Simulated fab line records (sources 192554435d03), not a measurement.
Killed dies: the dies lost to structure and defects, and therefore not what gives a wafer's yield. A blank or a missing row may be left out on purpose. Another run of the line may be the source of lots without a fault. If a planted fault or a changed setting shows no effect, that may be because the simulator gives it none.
Chamber matching + flow n5Finfet + N5_BEOL_M14_ETCH_67 on rieDiel-05 has 4 sister chambers
The step etches SiARC in CF4, target depth 143 nm, time 238.3 s. 8 wafers are shown with their chamber, then 10 later ones without.

## WAFERS PAIRED WITH THEIR CHAMBERS
| wafer  | chamber | showerheadPlenumPTorr (Torr) | drypumpMotorCurrentA (A) |
|--------|---------|------------------------------|--------------------------|
| L077.6 | 1       | 2.08                         | 5.6                      |
| L079.1 | 1       | 2.08                         | 5.6                      |
| L079.5 | 2       | 2.20                         | 6.5                      |
| L080.1 | 2       | 2.20                         | 6.6                      |
| L085.5 | 0       | 2.07                         | 5.8                      |
| L085.6 | 3       | 2.27                         | 5.2                      |
| L087.3 | 0       | 2.07                         | 5.8                      |
| L087.4 | 3       | 2.26                         | 5.2                      |

## WAFERS MISSING THEIR CHAMBER
| wafer  | showerheadPlenumPTorr (Torr) | drypumpMotorCurrentA (A) |
|--------|------------------------------|--------------------------|
| L087.5 | 2.19                         | 6.5                      |
| L086.1 | 2.26                         | 5.2                      |
| L086.3 | 2.07                         | 5.6                      |
| L086.4 | 2.07                         | 5.7                      |
| L089.2 | 2.19                         | 6.5                      |
| L089.4 | 2.19                         | 6.6                      |
| L089.5 | 2.07                         | 5.6                      |
| L096.1 | 2.26                         | 5.2                      |
| L096.4 | 2.18                         | 6.5                      |
| L096.5 | 2.26                         | 5.2                      |

## CHAMBER TAKEN BY EACH
| wafer  | from the rows above     | in truth |
|--------|-------------------------|----------|
| L087.5 | 2                       | 2        |
| L086.1 | 3                       | 3        |
| L086.3 | 1                       | 1        |
| L086.4 | can't be placed: 0 or 1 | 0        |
| L089.2 | 2                       | 2        |
| L089.4 | 2                       | 2        |
| L089.5 | 1                       | 1        |
| L096.1 | 3                       | 3        |
| L096.4 | 2                       | 2        |
| L096.5 | 3                       | 3        |
Correct placement for 9 of the 10. These rows do not allow placing 1 (true chamber among the candidates in 1). Placed wrongly: 0.
How it was worked out, from the rows above alone: a wafer's distance from a chamber is the root of the sum, over the readings, of the square of ((its reading less the chamber's mean) divided by the reading's scatter). If the next closest chamber is less than 2 further off than the closest, the wafer can't be placed; otherwise it belongs to the closest. For every chamber, the mean is computed from those of its wafers that are shown. The scatter: the root of (the sum of the squares of (reading less its chamber's mean) over the shown wafers, divided by (wafers less chambers)).
